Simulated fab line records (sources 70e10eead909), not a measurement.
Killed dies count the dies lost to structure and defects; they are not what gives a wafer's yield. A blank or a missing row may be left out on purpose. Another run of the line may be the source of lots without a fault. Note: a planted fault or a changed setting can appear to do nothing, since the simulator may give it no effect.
Matching of chambers ; flow nand-harc ; NHARC_A_STAIRCASE_DEP_417 on pecvd-01 has 3 sister chambers
The step deposits Si3N4, target thk 60 nm. 6 wafers are shown with their chamber, then 10 later ones without.

EACH WAFER AND ITS CHAMBER
wafer;chamber;heater-power-w (W);rf-fwd-power-W (W)
L083.3;0;791;448.6
L088.2;1;695;446.7
L088.3;0;756;450.7
L088.5;2;818;448.5
L089.2;1;757;450.5
L089.3;2;766;449.8

WAFERS WHOSE CHAMBER IS MISSING
wafer;heater-power-w (W);rf-fwd-power-W (W)
L089.4;767;450.1
L093.1;739;448.3
L093.4;750;447.3
L093.5;760;449.8
L095.1;662;449.7
L095.2;848;447.2
L095.3;876;448.8
L096.1;814;451.6
L096.2;758;449.3
L096.6;754;448.6

WHICH CHAMBER EACH ONE RAN IN
wafer;from the rows above;in truth
L089.4;can't be placed: 0 or 2 or 1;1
L093.1;can't be placed: 1 or 0 or 2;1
L093.4;can't be placed: 1 or 0 or 2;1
L093.5;can't be placed: 0 or 2 or 1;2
L095.1;can't be placed: 1 or 0 or 2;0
L095.2;can't be placed: 2 or 0 or 1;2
L095.3;can't be placed: 2 or 0 or 1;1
L096.1;can't be placed: 2 or 0 or 1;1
L096.2;can't be placed: 0 or 2 or 1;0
L096.6;can't be placed: 1 or 0 or 2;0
Correct placement for 0 of the 10. Can't be placed from these rows: 10 (the true chamber is among the candidates in 10). Placed wrongly: 0.
How it was worked out, from the rows above alone: a wafer's distance from a chamber is the root of the sum, over the readings, of the square of ((its reading less the chamber's mean) divided by the reading's scatter). The wafer belongs to the nearest chamber; if the next one is less than 2 further off, it can't be placed. The mean given for a chamber averages the wafers shown for that chamber. The scatter: take each reading less its chamber's mean, square it, sum over the shown wafers, divide by the number of wafers less the number of chambers, and take the root.
